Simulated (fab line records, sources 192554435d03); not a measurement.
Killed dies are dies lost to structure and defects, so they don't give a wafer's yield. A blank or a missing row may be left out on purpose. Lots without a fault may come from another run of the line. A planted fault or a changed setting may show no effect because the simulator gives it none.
Chamber matching | flow n5_finfet | N5_BEOL_M10_VIA_ETCH_34 on rie_diel-02: 4 sister chambers
The step etches SiCOH lowk in C4F6/O2, target depth 184.5 nm, time 69.2 s. 20 wafers are shown with their chamber, then 10 later ones without.

WAFERS WITH THEIR CHAMBER
wafer  | chamber | rf_vpp_V (V) | showerhead_plenum_p_Torr (Torr) | drypump_motor_current_A (A)
L077.2 | 0       | 686          | 2.71                            | 5.8
L077.3 | 1       | 666          | 2.87                            | 5.3
L077.6 | 0       | 685          | 2.71                            | 5.8
L080.1 | 3       | 689          | 2.89                            | 5.7
L080.4 | 0       | 685          | 2.70                            | 5.8
L080.5 | 2       | 644          | 2.96                            | 6.2
L081.3 | 2       | 645          | 2.95                            | 6.2
L081.4 | 3       | 689          | 2.89                            | 5.7
L081.6 | 2       | 644          | 2.95                            | 6.2
L084.3 | 1       | 663          | 2.86                            | 5.3
L084.4 | 2       | 644          | 2.95                            | 6.2
L084.6 | 1       | 664          | 2.86                            | 5.3
L086.1 | 1       | 665          | 2.86                            | 5.2
L086.3 | 0       | 687          | 2.70                            | 5.8
L086.4 | 2       | 645          | 2.95                            | 6.2
L088.1 | 3       | 690          | 2.88                            | 5.6
L088.3 | 2       | 645          | 2.95                            | 6.2
L088.4 | 1       | 665          | 2.86                            | 5.3
L090.1 | 2       | 644          | 2.95                            | 6.2
L090.3 | 0       | 686          | 2.69                            | 5.8

SIGNATURES (means of the wafers above)
reading                  | chamber 0 | chamber 1 | chamber 2 | chamber 3 | scatter within a chamber
rf_vpp_V                 | 685.80    | 664.60    | 644.43    | 689.33    | 0.805
showerhead_plenum_p_Torr | 2.7020    | 2.8620    | 2.9514    | 2.8867    | 0.00566
drypump_motor_current_A  | 5.800     | 5.280     | 6.200     | 5.667     | 0.0303
Rule: a wafer's distance from a chamber is the root of the sum, over the readings, of the square of ((its reading less the chamber's mean) divided by the reading's scatter). The wafer belongs to the nearest chamber; if the next one is less than 2 further off, it can't be placed. The scatter: the root of (the sum of the squares of (reading less its chamber's mean) over the shown wafers, divided by (wafers less chambers)).

WAFERS WITHOUT THEIR CHAMBER
wafer  | rf_vpp_V (V) | showerhead_plenum_p_Torr (Torr) | drypump_motor_current_A (A)
L090.5 | 663          | 2.85                            | 5.2
L092.1 | 684          | 2.69                            | 5.8
L092.2 | 688          | 2.88                            | 5.7
L092.3 | 645          | 2.94                            | 6.2
L095.1 | 689          | 2.88                            | 5.7
L095.3 | 664          | 2.85                            | 5.3
L095.6 | 644          | 2.94                            | 6.2
L094.3 | 644          | 2.94                            | 6.2
L094.5 | 666          | 2.85                            | 5.2
L094.6 | 689          | 2.87                            | 5.7

WHICH CHAMBER EACH WENT THROUGH
wafer  | from the rows above | in truth
L090.5 | 1                   | 1
L092.1 | 0                   | 0
L092.2 | 3                   | 3
L092.3 | 2                   | 2
L095.1 | 3                   | 3
L095.3 | 1                   | 1
L095.6 | 2                   | 2
L094.3 | 2                   | 2
L094.5 | 1                   | 1
L094.6 | 3                   | 3
Placed correctly: 10 of 10. Can't be placed from these rows: 0. Placed wrongly: 0.
